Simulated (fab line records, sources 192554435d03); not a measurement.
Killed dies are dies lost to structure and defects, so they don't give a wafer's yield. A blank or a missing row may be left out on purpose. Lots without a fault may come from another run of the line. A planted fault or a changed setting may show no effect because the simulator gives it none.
Chamber matching | flow n5_finfet | N5_MOL_CONTACT_COAG_ALD_133 on ald_sin-02: 4 sister chambers
The step deposits SiO2, target thk 5 nm, pulse time 1 s, co reactant pulse time 1 s. 7 wafers are shown with their chamber, then 9 later ones without.

WAFERS WITH THEIR CHAMBER
wafer  | chamber | heater_power_w (W) | precursor_pulse_height_rel
L078.5 | 0       | 75                 | 1.011
L088.3 | 2       | 66                 | 0.976
L088.4 | 3       | 69                 | 1.011
L088.5 | 3       | 68                 | 1.002
L091.2 | 1       | 91                 | 1.009
L091.5 | 1       | 90                 | 0.994
L091.6 | 0       | 77                 | 1.033

WAFERS WITHOUT THEIR CHAMBER
wafer  | heater_power_w (W) | precursor_pulse_height_rel
L093.3 | 69                 | 1.013
L093.4 | 92                 | 0.975
L093.6 | 91                 | 0.994
L095.1 | 76                 | 0.975
L095.4 | 67                 | 0.992
L095.6 | 69                 | 0.983
L097.1 | 77                 | 0.993
L097.3 | 66                 | 0.979
L097.6 | 93                 | 0.999

WHICH CHAMBER EACH WENT THROUGH
wafer  | from the rows above     | in truth
L093.3 | 3                       | 3
L093.4 | 1                       | 1
L093.6 | 1                       | 1
L095.1 | 0                       | 0
L095.4 | can't be placed: 2 or 3 | 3
L095.6 | can't be placed: 3 or 2 | 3
L097.1 | 0                       | 0
L097.3 | 2                       | 2
L097.6 | 1                       | 1
Placed correctly: 7 of 9. Can't be placed from these rows: 2 (the true chamber is among the candidates in 2). Placed wrongly: 0.
How it was worked out, from the rows above alone: a wafer's distance from a chamber is the root of the sum, over the readings, of the square of ((its reading less the chamber's mean) divided by the reading's scatter). The wafer belongs to the nearest chamber; if the next one is less than 2 further off, it can't be placed. A chamber's mean is the mean of its shown wafers. The scatter: the root of (the sum of the squares of (reading less its chamber's mean) over the shown wafers, divided by (wafers less chambers)).
